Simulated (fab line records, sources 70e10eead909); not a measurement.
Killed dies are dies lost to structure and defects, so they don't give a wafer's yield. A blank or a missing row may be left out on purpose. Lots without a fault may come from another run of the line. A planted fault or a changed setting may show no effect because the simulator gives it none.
Which tool did it? | flow nand_harc | 12 lots, 35 wafers sampled, at 4 steps of a route of 1302

WHAT THE GAUGES READ, wafer by wafer
The record holds no reading of a measuring or inspecting step that can be judged against a usual standard deviation.

WHICH TOOL RAN EACH LOT (tool, then ch and the chambers of the sampled wafers, then the start)
lot  | NHARC_A_SLIT_ETCH_15                          | NHARC_A_WL_FILL_CVD_03        | NHARC_A_WL_FILL_ETCHBACK_26      | NHARC_A_CONTACT_DEP_24
L790 | rie_diel-08 ch 0,2,3, day 20 04:21 or earlier | cvd_w-01 ch 0,1, day 20 04:21 | rie_si-06 ch 0,2,3, day 20 23:49 | pecvd-04 ch 0,2, day 21 01:00
L791 | rie_diel-10 ch 0,2,3, day 20 20:21 or earlier | cvd_w-02 ch 0,1, day 20 20:21 | rie_si-03 ch 1,2,3, day 21 12:04 | pecvd-03 ch 0,2, day 21 13:14
L793 | rie_diel-05 ch 0,2,3, day 21 06:07 or earlier | cvd_w-01 ch 0,1, day 21 06:07 | rie_si-06 ch 1,2,3, day 21 23:47 | pecvd-03 ch 0,2, day 22 01:15
L795 | rie_diel-10 ch 1,2,3, day 22 05:43 or earlier | cvd_w-02 ch 0,1, day 22 05:43 | rie_si-03 ch 0,1,3, day 22 21:23 | pecvd-01 ch 0,2, day 22 22:40
L798 | rie_diel-10 ch 1, day 24 01:35 or earlier     | cvd_w-02 ch 0, day 24 01:35   | rie_si-05 ch 1,2, day 24 17:36   | pecvd-03 ch 0,2, day 24 18:59
L799 | rie_diel-05 ch 1,2,3, day 24 01:50 or earlier | cvd_w-02 ch 0,1, day 24 01:50 | rie_si-06 ch 0,1, day 24 17:35   | pecvd-01 ch 0,1, day 24 18:47
L800 | rie_diel-08 ch 0,3, day 24 21:40 or earlier   | cvd_w-01 ch 0,1, day 24 21:40 | rie_si-06 ch 0,2,3, day 25 15:12 | pecvd-04 ch 1,2, day 25 16:32
L803 | rie_diel-05 ch 1,2,3, day 25 09:35 or earlier | cvd_w-01 ch 0,1, day 25 09:35 | rie_si-03 ch 2,3, day 26 01:25   | pecvd-04 ch 0,1,2, day 26 02:48
L802 | rie_diel-08 ch 1,2,3, day 25 12:21 or earlier | cvd_w-01 ch 0,1, day 25 12:21 | rie_si-03 ch 0,1,2, day 26 06:26 | pecvd-04 ch 0,2, day 26 07:37
L810 | rie_diel-08 ch 0,1,2, day 28 03:34 or earlier | cvd_w-01 ch 0,1, day 28 03:34 | rie_si-03 ch 0,1,3, day 28 19:39 | pecvd-04 ch 1,2, day 28 20:51
L811 | rie_diel-08 ch 1,3, day 29 00:23 or earlier   | cvd_w-01 ch 0, day 29 00:23   | rie_si-05 ch 2,3, day 29 17:32   | pecvd-04 ch 0,2, day 29 18:51
L813 | rie_diel-08 ch 0,2, day 30 15:06 or earlier   | cvd_w-01 ch 0, day 30 15:06   | rie_si-06 ch 1,2, day 31 10:23   | pecvd-01 ch 0,1, day 31 11:41
- NHARC_A_SLIT_ETCH_15: etches the open film in O2/COS, target depth 6200 nm, time 1612 s.
- NHARC_A_WL_FILL_CVD_03: deposits W, target thk 40 nm, time 279 s.
- NHARC_A_WL_FILL_ETCHBACK_26: etches the open film in HBr, target depth 52 nm, time 13.3 s.
- NHARC_A_CONTACT_DEP_24: deposits SiO2, target thk 500 nm.

WHAT THE TOOLS THEMSELVES READ (means of the sampled wafers that have a number; where no wafer has one, the mark that the record gives instead)
NHARC_A_SLIT_ETCH_15. Usual: drypump_motor_current_A 5.6 A, standard deviation 0.5; oes_product_au 1.001 a.u., standard deviation 0.01; rf_vpp_V 315.2 V, standard deviation 1.9; showerhead_plenum_p_Torr 3.19 Torr, standard deviation 0.12; throttle_valve_pct 28.330 %, standard deviation 0.0082.
lot  | tool        | drypump_motor_current_A (A) | oes_product_au (a.u.) | rf_vpp_V (V) | showerhead_plenum_p_Torr (Torr) | throttle_valve_pct (%) | flag
L790 | rie_diel-08 | 5.4                         | 0.989                 | 314.6        | 3.15                            | 28.335                 |
L791 | rie_diel-10 | 5.6                         | 1.001                 | 316.3        | 3.25                            | 28.332                 |
L793 | rie_diel-05 | 5.9                         | 0.998                 | 317.0        | 3.25                            | 28.330                 |
L795 | rie_diel-10 | 5.2                         | 1.005                 | 315.6        | 3.20                            | 28.325                 |
L798 | rie_diel-10 | 5.5                         | 1.001                 | 311.1        | 2.95                            | 28.332                 |
L799 | rie_diel-05 | 5.7                         | 0.992                 | 317.7        | 3.32                            | 28.325                 |
L800 | rie_diel-08 | 5.2                         | 1.001                 | 313.2        | 3.08                            | 28.325                 |
L803 | rie_diel-05 | 5.7                         | 1.000                 | 317.5        | 3.32                            | 28.324                 |
L802 | rie_diel-08 | 5.8                         | 0.993                 | 315.2        | 3.19                            | 28.330                 |
L810 | rie_diel-08 | 5.7                         | 0.999                 | 314.2        | 3.14                            | 28.333                 |
L811 | rie_diel-08 | 5.9                         | 1.001                 | 314.5        | 3.15                            | 28.323                 |
L813 | rie_diel-08 | 5.5                         | 1.008                 | 314.4        | 3.17                            | 28.323                 |

NHARC_A_WL_FILL_CVD_03. Usual: heater_power_w 486 W, standard deviation 37; throttle_valve_pct 7.9 %, standard deviation 0.36.
lot  | tool     | heater_power_w (W) | throttle_valve_pct (%) | flag
L790 | cvd_w-01 | 483                | 7.8                    |
L791 | cvd_w-02 | 471                | 7.8                    |
L793 | cvd_w-01 | 495                | 7.9                    |
L795 | cvd_w-02 | 475                | 7.7                    |
L798 | cvd_w-02 | 527                | 7.5                    |
L799 | cvd_w-02 | 465                | 7.9                    |
L800 | cvd_w-01 | 491                | 8.0                    |
L803 | cvd_w-01 | 490                | 7.9                    |
L802 | cvd_w-01 | 490                | 7.9                    |
L810 | cvd_w-01 | 497                | 8.1                    |
L811 | cvd_w-01 | 486                | 7.5                    |
L813 | cvd_w-01 | 478                | 7.7                    |

NHARC_A_WL_FILL_ETCHBACK_26. Usual: drypump_motor_current_A 5.7 A, standard deviation 0.45; oes_product_au 0.997 a.u., standard deviation 0.0095; throttle_valve_pct 23.267 %, standard deviation 0.0088.
lot  | tool      | drypump_motor_current_A (A) | oes_product_au (a.u.) | throttle_valve_pct (%) | flag
L790 | rie_si-06 | 5.8                         | 0.998                 | 23.270                 |
L791 | rie_si-03 | 5.8                         | 0.999                 | 23.268                 |
L793 | rie_si-06 | 5.4                         | 0.992                 | 23.274                 |
L795 | rie_si-03 | 5.7                         | 1.005                 | 23.270                 |
L798 | rie_si-05 | 5.7                         | 0.992                 | 23.267                 |
L799 | rie_si-06 | 5.9                         | 1.007                 | 23.267                 |
L800 | rie_si-06 | 5.8                         | 1.008                 | 23.269                 |
L803 | rie_si-03 | 6.0                         | 1.002                 | 23.268                 |
L802 | rie_si-03 | 6.0                         | 0.991                 | 23.266                 |
L810 | rie_si-03 | 5.7                         | 0.992                 | 23.267                 |
L811 | rie_si-05 | 5.5                         | 0.990                 | 23.263                 |
L813 | rie_si-06 | 5.5                         | 0.998                 | 23.263                 |

NHARC_A_CONTACT_DEP_24. Usual: flow_sccm 2652 sccm, standard deviation 7.3; heater_power_w 538 W, standard deviation 60; mfc_precursor_sccm 161.4 sccm, standard deviation 0.46; throttle_valve_pct 16.0 %, standard deviation 0.41.
lot  | tool     | flow_sccm (sccm) | heater_power_w (W) | mfc_precursor_sccm (sccm) | throttle_valve_pct (%) | flag
L790 | pecvd-04 | 2656             | 582                | 161.8                     | 15.9                   |
L791 | pecvd-03 | 2659             | 486                | 161.1                     | 16.0                   |
L793 | pecvd-03 | 2654             | 518                | 161.7                     | 16.0                   |
L795 | pecvd-01 | 2656             | 516                | 161.3                     | 15.4                   |
L798 | pecvd-03 | 2650             | 530                | 173.2                     | 16.3                   | OFF
L799 | pecvd-01 | 2652             | 622                | 161.6                     | 15.9                   |
L800 | pecvd-04 | 2644             | 519                | 161.4                     | 16.4                   |
L803 | pecvd-04 | 2653             | 537                | 161.3                     | 16.1                   |
L802 | pecvd-04 | 2652             | 517                | 160.6                     | 16.0                   |
L810 | pecvd-04 | 2649             | 571                | 161.3                     | 16.4                   |
L811 | pecvd-04 | 2657             | 501                | 161.3                     | 15.6                   |
L813 | pecvd-01 | 2648             | 575                | 161.2                     | 16.2                   |

THE ANSWER, worked out from the rows above alone
Rule: a lot is off if the mean of its wafers that have a number lies more than 3 standard deviations from the usual mean. A lot without any number at a reading at which 4 lots or more have one is off too. The other lots that the step has rows for count as sound. The gauges are gone through in route order, then the tools' own readings, and for those a lot's mean is taken as printed above. The first step at which some lot is off is used, and at that step the reading that is off furthest; a lot without a number counts as furthest.
Off: L798, at NHARC_A_CONTACT_DEP_24 (mfc_precursor_sccm).
A tool fits if, at that step or a process step before it, it ran every lot that is off, and no sound lot after the first of them. NHARC_A_SLIT_ETCH_15 gives no start for some lots, so the hours and the order of its lots are those of NHARC_A_WL_FILL_CVD_03. Can't be told from this: 2 tools fit, rie_diel-10 at NHARC_A_SLIT_ETCH_15, pecvd-03 at NHARC_A_CONTACT_DEP_24.

WHAT THE SIMULATOR HAD PUT IN
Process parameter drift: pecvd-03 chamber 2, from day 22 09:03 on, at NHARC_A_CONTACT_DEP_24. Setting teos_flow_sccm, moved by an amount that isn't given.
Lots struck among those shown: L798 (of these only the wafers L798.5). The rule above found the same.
